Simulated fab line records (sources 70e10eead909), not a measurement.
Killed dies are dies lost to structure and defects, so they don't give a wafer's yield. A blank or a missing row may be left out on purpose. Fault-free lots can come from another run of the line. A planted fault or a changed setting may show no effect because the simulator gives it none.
Which tool was responsible? | flow nand_harc | Sampling: 24 lots, 72 wafers, 5 of 1302 route steps

WHAT EACH GAUGE READ, for each wafer
NHARC_A_M1_CD_MEAS_16.
lot  | measured     | on        | cd_nm (nm)
L074 | day 23 15:01 | cd_sem-01 | 120.0 121.6 121.3
L075 | day 23 15:49 | cd_sem-01 | 121.2 119.6 119.4
L076 | day 23 17:32 | cd_sem-02 | 120.1 121.0 121.3
L077 | day 24 03:16 | cd_sem-02 | 119.5 119.3 119.0
L078 | day 25 13:32 | cd_sem-03 | 120.8 120.6 122.0
L079 | day 25 21:06 | cd_sem-01 | 119.8 120.5 119.7
L081 | day 26 01:01 | cd_sem-01 | 119.4 119.9 120.8
L080 | day 26 03:22 | cd_sem-03 | 120.4 118.7 120.4
L082 | day 26 05:14 | cd_sem-01 | 120.8 122.0 120.9
L086 | day 27 00:40 | cd_sem-03 | 119.2 120.3 120.0
L083 | day 27 04:14 | cd_sem-03 | 120.1 119.7 118.8
L084 | day 27 09:46 | cd_sem-02 | 119.4 119.6 120.3
L085 | day 27 11:01 | cd_sem-03 | 119.7 118.7 120.2
L087 | day 27 22:22 | cd_sem-02 | 121.8 119.8 120.0
L089 | day 29 06:46 | cd_sem-02 | 118.9 119.6 121.0
L088 | day 29 06:54 | cd_sem-03 | 119.4 119.3 119.1
L090 | day 29 10:15 | cd_sem-03 | 119.6 120.2 118.9
L092 | day 31 00:31 | cd_sem-01 | 119.2 118.3 118.9
L091 | day 31 03:26 | cd_sem-02 | 120.5 119.8 120.4
L093 | day 31 09:43 | cd_sem-01 | 120.0 120.7 121.1
L095 | day 31 12:31 | cd_sem-01 | 120.1 119.3 120.0
L094 | day 31 17:23 | cd_sem-02 | 120.0 119.9 119.7
L097 | day 32 03:39 | cd_sem-01 | 120.7 119.2 119.8
L096 | day 32 07:30 | cd_sem-01 | 119.5 119.4 119.5

TOOL THAT RAN EACH LOT (tool first, then ch and the chambers of the sampled wafers, then the start)
lot  | NHARC_A_BLC_DESCUM_15              | NHARC_A_M0_PVD_20                       | NHARC_A_M0_PVD_21                       | NHARC_A_M1_DESCUM_14
L074 | rie_diel-02 ch 2,3, day 23 06:25   | pvd_sputter-03, day 23 14:43 or earlier | pvd_sputter-03, day 23 14:43 or earlier | rie_diel-01 ch 0,2,3, day 23 14:43
L075 | rie_diel-05 ch 0,1,2, day 23 07:05 | pvd_sputter-03, day 23 15:30 or earlier | pvd_sputter-03, day 23 15:30 or earlier | rie_diel-01 ch 1,3, day 23 15:30
L076 | rie_diel-02 ch 0,2,3, day 23 08:32 | pvd_sputter-02, day 23 17:14 or earlier | pvd_sputter-02, day 23 17:14 or earlier | rie_diel-01 ch 0,2,3, day 23 17:14
L077 | rie_diel-02 ch 0,1, day 23 18:56   | pvd_sputter-02, day 24 02:59 or earlier | pvd_sputter-02, day 24 02:59 or earlier | rie_diel-07 ch 0,2,3, day 24 02:59
L078 | rie_diel-02 ch 0,1, day 25 05:07   | pvd_sputter-03, day 25 13:14 or earlier | pvd_sputter-03, day 25 13:14 or earlier | rie_diel-01 ch 0,2,3, day 25 13:14
L079 | rie_diel-02 ch 2,3, day 25 12:26   | pvd_sputter-02, day 25 20:48 or earlier | pvd_sputter-02, day 25 20:48 or earlier | rie_diel-07 ch 1,3, day 25 20:48
L081 | rie_diel-02 ch 0,2,3, day 25 16:24 | pvd_sputter-03, day 26 00:43 or earlier | pvd_sputter-03, day 26 00:43 or earlier | rie_diel-01 ch 0,1,2, day 26 00:43
L080 | rie_diel-02 ch 0,2, day 25 18:52   | pvd_sputter-03, day 26 03:04 or earlier | pvd_sputter-03, day 26 03:04 or earlier | rie_diel-07 ch 2,3, day 26 03:04
L082 | rie_diel-02 ch 1,2, day 25 20:24   | pvd_sputter-03, day 26 04:55 or earlier | pvd_sputter-03, day 26 04:55 or earlier | rie_diel-01 ch 0,3, day 26 04:55
L086 | rie_diel-02 ch 0,2, day 26 16:04   | pvd_sputter-01, day 27 00:22 or earlier | pvd_sputter-01, day 27 00:22 or earlier | rie_diel-07 ch 0,3, day 27 00:22
L083 | rie_diel-02 ch 0,2, day 26 19:38   | pvd_sputter-01, day 27 03:55 or earlier | pvd_sputter-01, day 27 03:55 or earlier | rie_diel-07 ch 0,2,3, day 27 03:55
L084 | rie_diel-02 ch 1,2, day 27 01:22   | pvd_sputter-02, day 27 09:28 or earlier | pvd_sputter-02, day 27 09:28 or earlier | rie_diel-07 ch 0,3, day 27 09:28
L085 | rie_diel-05 ch 1,2,3, day 27 01:53 | pvd_sputter-01, day 27 10:42 or earlier | pvd_sputter-01, day 27 10:42 or earlier | rie_diel-07 ch 0,1,3, day 27 10:42
L087 | rie_diel-02 ch 1,2,3, day 27 13:38 | pvd_sputter-01, day 27 22:02 or earlier | pvd_sputter-01, day 27 22:02 or earlier | rie_diel-13 ch 0,1,2, day 27 22:02
L089 | rie_diel-05 ch 0,1,3, day 28 21:28 | pvd_sputter-02, day 29 06:25 or earlier | pvd_sputter-02, day 29 06:25 or earlier | rie_diel-01 ch 0,2,3, day 29 06:25
L088 | rie_diel-02 ch 1,2, day 28 22:19   | pvd_sputter-03, day 29 06:37 or earlier | pvd_sputter-03, day 29 06:37 or earlier | rie_diel-13 ch 1,2, day 29 06:37
L090 | rie_diel-02 ch 0,2, day 29 01:11   | pvd_sputter-02, day 29 09:57 or earlier | pvd_sputter-02, day 29 09:57 or earlier | rie_diel-07 ch 0,1,2, day 29 09:57
L092 | rie_diel-02 ch 0,1, day 30 15:32   | pvd_sputter-02, day 31 00:13 or earlier | pvd_sputter-02, day 31 00:13 or earlier | rie_diel-07 ch 1,2, day 31 00:13
L091 | rie_diel-05 ch 0,1,3, day 30 19:19 | pvd_sputter-01, day 31 03:08 or earlier | pvd_sputter-01, day 31 03:08 or earlier | rie_diel-07 ch 0,2, day 31 03:08
L093 | rie_diel-02 ch 0,1,2, day 31 01:28 | pvd_sputter-02, day 31 09:25 or earlier | pvd_sputter-02, day 31 09:25 or earlier | rie_diel-01 ch 1,3, day 31 09:25
L095 | rie_diel-02 ch 0,2, day 31 04:08   | pvd_sputter-03, day 31 12:12 or earlier | pvd_sputter-03, day 31 12:12 or earlier | rie_diel-01 ch 0,1, day 31 12:12
L094 | rie_diel-02 ch 0,2,3, day 31 08:34 | pvd_sputter-02, day 31 17:05 or earlier | pvd_sputter-02, day 31 17:05 or earlier | rie_diel-13 ch 0,2,3, day 31 17:05
L097 | rie_diel-02 ch 0,1, day 31 19:20   | pvd_sputter-03, day 32 03:21 or earlier | pvd_sputter-03, day 32 03:21 or earlier | rie_diel-13 ch 0,1,2, day 32 03:21
L096 | rie_diel-05 ch 0,3, day 31 22:49   | pvd_sputter-02, day 32 07:11 or earlier | pvd_sputter-02, day 32 07:11 or earlier | rie_diel-07 ch 1,2, day 32 07:11
- NHARC_A_BLC_DESCUM_15: chemistry O2, time 3 s.
- NHARC_A_M0_PVD_20: deposits TaN, target thk 5 nm, time 8.06 s.
- NHARC_A_M0_PVD_21: deposits Cu, target thk 30 nm, time 20.49 s.
- NHARC_A_M1_DESCUM_14: chemistry O2, time 3 s.

AS READ BY THE TOOLS THEMSELVES (means over the sampled wafers that have a number; for cases with no such wafer, the mark the record gives instead)
NHARC_A_BLC_DESCUM_15.
lot  | tool        | drypump_motor_current_A (A) | oes_product_au (a.u.) | rf_vpp_V (V) | showerhead_plenum_p_Torr (Torr) | throttle_valve_pct (%)
L074 | rie_diel-02 | 5.1                         | 1.021                 | 57.6         | 1.98                            | 11.307
L075 | rie_diel-05 | 5.8                         | 1.005                 | 58.1         | 1.96                            | 11.310
L076 | rie_diel-02 | 5.4                         | 1.013                 | 58.2         | 2.00                            | 11.318
L077 | rie_diel-02 | 5.3                         | 1.006                 | 58.0         | 1.87                            | 11.316
L078 | rie_diel-02 | 5.6                         | 1.016                 | 58.2         | 1.97                            | 11.305
L079 | rie_diel-02 | 5.1                         | 1.008                 | 58.0         | 1.98                            | 11.313
L081 | rie_diel-02 | 5.3                         | 1.004                 | 58.0         | 2.00                            | 11.311
L080 | rie_diel-02 | 5.4                         | 1.007                 | 59.2         | 1.98                            | 11.310
L082 | rie_diel-02 | 5.1                         | 1.015                 | 58.7         | 1.84                            | 11.317
L086 | rie_diel-02 | 5.4                         | 1.006                 | 58.6         | 1.98                            | 11.311
L083 | rie_diel-02 | 5.4                         | 0.994                 | 57.8         | 1.98                            | 11.299
L084 | rie_diel-02 | 5.2                         | 1.005                 | 57.5         | 1.84                            | 11.301
L085 | rie_diel-05 | 6.1                         | 0.987                 | 57.6         | 1.89                            | 11.300
L087 | rie_diel-02 | 5.1                         | 1.002                 | 58.3         | 1.91                            | 11.320
L089 | rie_diel-05 | 6.0                         | 0.999                 | 57.4         | 1.88                            | 11.309
L088 | rie_diel-02 | 5.1                         | 1.003                 | 56.8         | 1.84                            | 11.316
L090 | rie_diel-02 | 5.4                         | 0.999                 | 58.6         | 1.98                            | 11.308
L092 | rie_diel-02 | 5.6                         | 1.014                 | 57.9         | 1.96                            | 11.308
L091 | rie_diel-05 | 6.0                         | 0.994                 | 57.0         | 1.88                            | 11.300
L093 | rie_diel-02 | 5.4                         | 1.008                 | 57.7         | 1.93                            | 11.306
L095 | rie_diel-02 | 5.4                         | 1.006                 | 58.1         | 1.98                            | 11.310
L094 | rie_diel-02 | 5.4                         | 1.008                 | 58.5         | 2.00                            | 11.304
L097 | rie_diel-02 | 5.6                         | 1.021                 | 57.7         | 1.96                            | 11.315
L096 | rie_diel-05 | 6.0                         | 1.000                 | 57.2         | 1.83                            | 11.309

NHARC_A_M0_PVD_20.
lot  | tool           | throttle_valve_pct (%)
L074 | pvd_sputter-03 | 28.4
L075 | pvd_sputter-03 | 29.6
L076 | pvd_sputter-02 | 30.4
L077 | pvd_sputter-02 | 30.5
L078 | pvd_sputter-03 | 28.4
L079 | pvd_sputter-02 | 30.3
L081 | pvd_sputter-03 | 29.7
L080 | pvd_sputter-03 | 28.3
L082 | pvd_sputter-03 | 29.2
L086 | pvd_sputter-01 | 30.1
L083 | pvd_sputter-01 | 30.5
L084 | pvd_sputter-02 | 30.5
L085 | pvd_sputter-01 | 30.4
L087 | pvd_sputter-01 | 30.5
L089 | pvd_sputter-02 | 30.3
L088 | pvd_sputter-03 | 28.3
L090 | pvd_sputter-02 | 30.7
L092 | pvd_sputter-02 | 30.7
L091 | pvd_sputter-01 | 30.1
L093 | pvd_sputter-02 | 30.4
L095 | pvd_sputter-03 | 30.8
L094 | pvd_sputter-02 | 30.6
L097 | pvd_sputter-03 | 28.7
L096 | pvd_sputter-02 | 30.4

NHARC_A_M0_PVD_21.
lot  | tool           | throttle_valve_pct (%)
L074 | pvd_sputter-03 | 30.8
L075 | pvd_sputter-03 | 28.2
L076 | pvd_sputter-02 | 30.3
L077 | pvd_sputter-02 | 30.5
L078 | pvd_sputter-03 | 28.0
L079 | pvd_sputter-02 | 30.3
L081 | pvd_sputter-03 | 29.7
L080 | pvd_sputter-03 | 29.9
L082 | pvd_sputter-03 | 28.3
L086 | pvd_sputter-01 | 30.4
L083 | pvd_sputter-01 | 30.6
L084 | pvd_sputter-02 | 30.3
L085 | pvd_sputter-01 | 30.3
L087 | pvd_sputter-01 | 30.2
L089 | pvd_sputter-02 | 30.3
L088 | pvd_sputter-03 | 29.2
L090 | pvd_sputter-02 | 30.3
L092 | pvd_sputter-02 | 30.6
L091 | pvd_sputter-01 | 30.6
L093 | pvd_sputter-02 | 30.4
L095 | pvd_sputter-03 | 28.6
L094 | pvd_sputter-02 | 31.0
L097 | pvd_sputter-03 | 29.7
L096 | pvd_sputter-02 | 30.5

NHARC_A_M1_DESCUM_14.
lot  | tool        | drypump_motor_current_A (A) | oes_product_au (a.u.) | rf_vpp_V (V) | showerhead_plenum_p_Torr (Torr) | throttle_valve_pct (%)
L074 | rie_diel-01 | 5.4                         | 0.996                 | 56.8         | 1.89                            | 11.309
L075 | rie_diel-01 | 5.3                         | 1.000                 | 57.2         | 1.82                            | 11.308
L076 | rie_diel-01 | 5.4                         | 0.991                 | 57.5         | 1.89                            | 11.306
L077 | rie_diel-07 | 5.9                         | 0.997                 | 57.9         | 1.88                            | 11.311
L078 | rie_diel-01 | 5.4                         | 0.995                 | 57.9         | 1.89                            | 11.306
L079 | rie_diel-07 | 6.3                         | 1.005                 | 57.7         | 1.90                            | 11.315
L081 | rie_diel-01 | 5.3                         | 1.010                 | 57.2         | 1.87                            | 11.313
L080 | rie_diel-07 | 6.0                         | 0.995                 | 56.9         | 1.81                            | 11.307
L082 | rie_diel-01 | 5.2                         | 1.009                 | 57.6         | 1.87                            | 11.311
L086 | rie_diel-07 | 5.9                         | 0.993                 | 57.9         | 1.93                            | 11.310
L083 | rie_diel-07 | 5.9                         | 0.993                 | 57.3         | 1.88                            | 11.318
L084 | rie_diel-07 | 6.0                         | 1.000                 | 57.3         | 1.86                            | 11.317
L085 | rie_diel-07 | 6.1                         | 0.992                 | 57.5         | 1.92                            | 11.308
L087 | rie_diel-13 | 5.1                         | 0.999                 | 58.1         | 1.87                            | 11.308
L089 | rie_diel-01 | 5.4                         | 0.992                 | 57.9         | 1.89                            | 11.309
L088 | rie_diel-13 | 4.8                         | 0.998                 | 57.6         | 1.90                            | 11.315
L090 | rie_diel-07 | 6.0                         | 0.999                 | 58.4         | 1.93                            | 11.311
L092 | rie_diel-07 | 6.2                         | 0.993                 | 58.1         | 1.92                            | 11.315
L091 | rie_diel-07 | 5.8                         | 1.002                 | 57.0         | 1.94                            | 11.302
L093 | rie_diel-01 | 5.2                         | 1.001                 | 57.4         | 1.81                            | 11.306
L095 | rie_diel-01 | 5.2                         | 1.006                 | 57.6         | 1.82                            | 11.319
L094 | rie_diel-13 | 5.4                         | 0.999                 | 59.0         | 1.95                            | 11.323
L097 | rie_diel-13 | 5.1                         | 0.995                 | 57.6         | 1.87                            | 11.315
L096 | rie_diel-07 | 6.2                         | 0.994                 | 58.0         | 1.92                            | 11.312

THE ANSWER, worked out from the rows above alone
Rule: the usual values come from the lots themselves. The widest of any qualifying gaps counts: lots, ordered by their means at a reading, are off when they make up no more than a third of the lots, leave a main group of 4 or more, and stand apart from it by 3 or more times the standard deviation of that group's means. If all means in a main group match to the digits the tables above print for the reading, that group is not used. Also off: a lot with no number at a reading for which 4 or more lots have one. The other lots that the step has rows for count as sound. After the gauges, taken in route order, come the tools' own readings; for these a lot's mean is taken, as printed above. At the first step where some lot is off, the reading lying furthest off is the one used; lots without a number count as furthest.
None of the lots is off at any reading shown; this tells nothing.

WHAT HAD BEEN PUT IN BY THE SIMULATOR
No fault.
